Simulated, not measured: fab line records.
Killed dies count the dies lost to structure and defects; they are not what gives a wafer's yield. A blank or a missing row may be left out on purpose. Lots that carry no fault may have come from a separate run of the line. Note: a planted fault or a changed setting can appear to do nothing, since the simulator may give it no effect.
A lot that was struck, set against a sound lot	flow nand_harc	15 steps out of a route of 1302
Sound: wafers L983.1, L983.3, L983.6. Wafers L998.1, L998.3, L998.6 were the ones struck. Last of all comes the cause.
For every step that has rows: the tool of each side, followed by ch and its chambers, followed by its first start. Under that, the readings that differ: sound wafers	struck wafers	difference of the means	sigmas: that difference in standard deviations of wafers without a fault.
alike: same words and numbers on both sides, and readings whose means sit less than 2 such deviations apart. not compared: any withheld reading, any reading some wafer has no value for, any bound like >300 that may hide the same value, and any number with overlapping values for which the record gives no deviation.
A row with sigmas, a row that says differs or no value, or rows on one side alone: a step with any of these is where the two part. When numbers do not overlap yet have no deviation, they are printed without sigmas and do not part them. Lack of a reading on every wafer of one side parts them only where that side has two or more wafers.

first, 9 steps without rows for these wafers: NHARC_P_ZERO_WELL_DEHYDRATE_03 (time 120 s); NHARC_P_ZERO_WELL_HMDS_04 (time 30 s); NHARC_P_ZERO_WELL_COAT_64 (time 65 s); NHARC_P_ZERO_WELL_COAT_05 (resist thk 600 nm); NHARC_P_ZERO_WELL_SOFTBAKE_06 (time 70 s); NHARC_P_ZERO_WELL_EBR_07; NHARC_P_ZERO_WELL_EXPOSE_08 (exposes mask P ZERO, target cd 500 nm); NHARC_P_ZERO_WELL_PEB_09 (peb time 80 s); NHARC_P_ZERO_WELL_DEVELOP_10 (time 50 s).
NHARC_P_ZERO_WELL_CD_MEAS_11: the cd target is 500 nm.
  sound on cd_sem-01 ch 0, day 2 17:07; struck on cd_sem-02 ch 0, day 8 23:27
  alike: cd_nm
then, 1 step without rows for these wafers: NHARC_P_ZERO_WELL_HARDBAKE_12 (time 65 s).
NHARC_P_ZERO_WELL_DESCUM_13: chemistry O2, time 3 s.
  sound on rie_diel-05 ch 1,3, day 2 17:17; struck on rie_diel-01 ch 0,1,2, day 8 23:38
  alike: drypump_motor_current_A, oes_product_au, rf_vpp_V, showerhead_plenum_p_Torr, throttle_valve_pct
  not compared: rf_hours_counter_h
NHARC_P_ZERO_WELL_ETCH_65: etches the open film in N2/H2, target depth 80 nm, overetch 24 nm, time 87.88 s.
  sound on rie_diel-05 ch 0,1,3, day 2 17:21; struck on rie_diel-01 ch 1,2,3, day 8 23:42
  no value came back on the struck wafers for any of 9 readings (bias_w (W), chamber_pressure_mTorr (mTorr) and others); on the sound wafers bias_w (W) reads 149.4 149.7 150.6
  not compared: rf_hours_counter_h
NHARC_P_ZERO_WELL_ETCH_62: etches the open film in CHF3/Ar, target depth 13 nm, time 6.5 s.
  sound on rie_diel-05 ch 0,1,2; struck on rie_diel-01 ch 0,1,3, day 8 23:48
reading	sound	struck	difference	sigmas
rf_fwd_power_W (W)	488.1 485.0 487.2	491.0 487.0 493.3	+3.7	+2
  alike: bias_w, chamber_pressure_mTorr, drypump_motor_current_A, oes_product_au, rf_vpp_V, showerhead_plenum_p_Torr, throttle_valve_pct
  not compared: rf_hours_counter_h
-- jump in the record: it breaks off in module P_ZERO_WELL and resumes in module END (first step shown: number 1302 of the route), and 22 days separate the struck wafers' starts before and after --
NHARC_END_SORT_01:
  sound on prober-02 ch 0, day 25 03:18; struck on prober-02 ch 0, day 30 12:17
reading	sound	struck	difference	sigmas
hold	- - -	await_dispo/2.6h/scrap await_dispo/2.6h/scrap await_dispo/2.6h/scrap	no value on the sound wafers	
killed_at_periphery	0 1 2	630 614 629	+623	+99 or more
killed_dies	80 72 86	677 677 677	+598	+33
  alike: killed_at_array, killed_at_other, killed_open, killed_short

## WHERE THEY PART
Earliest at NHARC_P_ZERO_WELL_ETCH_65; latest, in this record, at NHARC_END_SORT_01.

WHY: what had been put in by the simulator
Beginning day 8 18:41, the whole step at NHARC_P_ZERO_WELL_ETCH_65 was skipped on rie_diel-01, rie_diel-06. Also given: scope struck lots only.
